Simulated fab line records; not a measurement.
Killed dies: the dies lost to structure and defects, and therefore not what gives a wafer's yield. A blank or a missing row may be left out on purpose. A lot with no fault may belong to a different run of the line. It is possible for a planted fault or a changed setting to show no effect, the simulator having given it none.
Chamber matching || flow nand_harc || NHARC_P_GATE_STRIP_101 on rie_diel-10: 4 sister chambers
The step strips in O2, time 20 s. 4 wafers are shown with their chamber, then 7 later ones without.

== WAFERS PAIRED WITH THEIR CHAMBERS ==
{"wafer": "L924.3", "chamber": 0, "showerhead_plenum_p_Torr (Torr)": 3.51}
{"wafer": "L931.1", "chamber": 1, "showerhead_plenum_p_Torr (Torr)": 3.30}
{"wafer": "L939.2", "chamber": 3, "showerhead_plenum_p_Torr (Torr)": 3.46}
{"wafer": "L939.4", "chamber": 2, "showerhead_plenum_p_Torr (Torr)": 3.73}

== WAFERS WHOSE CHAMBER IS MISSING ==
{"wafer": "L939.6", "showerhead_plenum_p_Torr (Torr)": 3.30}
{"wafer": "L941.2", "showerhead_plenum_p_Torr (Torr)": 3.49}
{"wafer": "L941.5", "showerhead_plenum_p_Torr (Torr)": 3.30}
{"wafer": "L941.6", "showerhead_plenum_p_Torr (Torr)": 3.73}
{"wafer": "L942.4", "showerhead_plenum_p_Torr (Torr)": 3.73}
{"wafer": "L942.5", "showerhead_plenum_p_Torr (Torr)": 3.49}
{"wafer": "L942.6", "showerhead_plenum_p_Torr (Torr)": 3.46}

== WHICH CHAMBER EACH ONE RAN IN ==
{"wafer": "L939.6", "from the rows above": 1, "in truth": 1}
{"wafer": "L941.2", "from the rows above": "can't be placed: 0 or 3", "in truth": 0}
{"wafer": "L941.5", "from the rows above": 1, "in truth": 1}
{"wafer": "L941.6", "from the rows above": 2, "in truth": 2}
{"wafer": "L942.4", "from the rows above": 2, "in truth": 2}
{"wafer": "L942.5", "from the rows above": "can't be placed: 0 or 3", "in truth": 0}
{"wafer": "L942.6", "from the rows above": 3, "in truth": 3}
Placed correctly: 5 of 7. These rows do not allow placing 2 (true chamber among the candidates in 2). Wrongly placed: 0.
How it was worked out, from the rows above alone: a wafer's distance from a chamber is the root of the sum, over the readings, of the square of ((its reading less the chamber's mean) divided by the reading's scatter). If the next closest chamber is less than 2 further off than the closest, the wafer can't be placed; otherwise it belongs to the closest. A chamber's mean is the mean of its shown wafers. The scatter: with one shown wafer a chamber, the root of the mean of the squares of how far each hidden wafer lies from its nearest shown one.
